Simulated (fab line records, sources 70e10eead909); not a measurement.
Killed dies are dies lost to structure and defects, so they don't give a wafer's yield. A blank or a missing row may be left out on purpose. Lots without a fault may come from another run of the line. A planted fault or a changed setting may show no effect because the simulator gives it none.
A struck lot beside a sound one | flow nand_harc | 13 steps out of a route of 1302
Sound: wafers L946.1, L946.3, L946.4. Struck: wafers L938.2, L938.3, L938.4. The cause comes at the end.
At each step with rows: each side's tool, then ch and its chambers, then its first start. Under that, the readings that differ: sound wafers | struck wafers | difference of the means | sigmas: that difference in standard deviations of wafers without a fault.
alike: readings whose means differ by less than 2 such deviations, and words and numbers that are the same on both sides. not compared: withheld readings, readings that some wafer has no value for, bounds like >300 that may hide the same value, and numbers for which the record gives no deviation and whose values overlap.
The two part at a step that has a row with sigmas, a row that says differs or no value, or rows on one side only. Numbers that don't overlap but have no deviation are shown without sigmas and don't part them. A reading that every wafer of one side lacks parts them only if that side has two wafers or more.

NHARC_A_WL_FILL_ALD_02: deposits TiN, target thk 2 nm, pulse time 3 s, ald cycles 100.
  sound on ald_metal-03 ch 0,1,3, day 26 05:30; struck on ald_metal-01 ch 0,1,3, day 22 08:05
  alike: heater_power_w, precursor_pulse_height_rel
NHARC_A_WL_FILL_CVD_03: deposits W, target thk 40 nm, time 279 s.
  sound on cvd_w-02 ch 0,1, day 26 05:56; struck on cvd_w-02 ch 0,1, day 22 08:32
  alike: heater_power_w, mfc_ar_sccm, throttle_valve_pct
then, 1 step without rows for these wafers: NHARC_A_WL_FILL_ETCHBACK_04 (etches the open film in NF3, target depth 60 nm, time 120 s).
NHARC_A_WL_FILL_ETCHBACK_05: etches the open film in Cl2/BCl3, target depth 22 nm, time 60 s.
  sound on rie_metal-02 ch 0,1, day 26 06:34; struck on rie_metal-03 ch 0,1, day 22 09:05
  alike: drypump_motor_current_A, oes_product_au
  not compared: rf_hours_counter_h
NHARC_A_WL_FILL_STRIP_27: strips in N2/H2, time 20 s.
  sound on plasma_asher-01 ch 0,1, day 26 06:41; struck on plasma_asher-02 ch 0,1, day 22 09:14
  alike: drypump_motor_current_A, heater_power_w
  not compared: rf_hours_counter_h
then, 4 steps without rows for these wafers: NHARC_A_WL_FILL_STRIP_28 (strips in post etch residue remover, time 1200 s); NHARC_A_WL_FILL_PRECLEAN_06 (cleans in DIW, time 300 s); NHARC_A_WL_FILL_SRD_07; NHARC_A_WL_FILL_ANNEAL_08 (time 1800 s).
NHARC_A_WL_FILL_ALD_10: deposits SiO2, target thk 50 nm, pulse time 10 s, ald cycles 500.
  sound on ald_hk-01 ch 1,2,3, day 26 13:02; struck on ald_hk-01 ch 0,1,3, day 22 12:31
  alike: heater_power_w, precursor_pulse_height_rel
NHARC_A_WL_FILL_ETCHBACK_16: etches the open film in C4F8/O2/Ar, target depth 120 nm, time 24 s.
  sound on rie_diel-10 ch 0,1,3, day 26 20:44; struck on rie_diel-05 ch 0,1,2, day 22 17:11
  reading                | sound          | struck         | difference | sigmas
  oes_product_au (a.u.)  | 1.00 1.03 0.99 | 0.74 0.75 0.74 | -0.26      | -8
  rf_fwd_power_W (W)     | 589 593 588    | 355 343 345    | -242       | -64
  rf_hours_counter_h (h) | 0.6 0.5 0.4    | 2.7 2.3 2.6    | +2.0       |
  alike: rf_vpp_V
then, 1 step without rows for these wafers: NHARC_A_WL_FILL_STRIP_29 (strips in O2, time 20 s).
-- the record jumps here: 4 days lie between the struck wafers' starts before and after (it left off in module A_WL_FILL and takes up again in module END, whose first step shown is number 1302 of the route) --
NHARC_END_SORT_01:
  the record has rows for the struck wafers here (prober-02 ch 0, day 26 05:49) and none for the sound ones

WHERE THEY PART
First at NHARC_A_WL_FILL_ETCHBACK_16; last, within this record, at NHARC_END_SORT_01.

WHY: what the simulator had put in
Process parameter drift: rie_diel-05, from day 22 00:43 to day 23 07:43, at NHARC_A_WL_FILL_ETCHBACK_16. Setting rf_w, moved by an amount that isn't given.
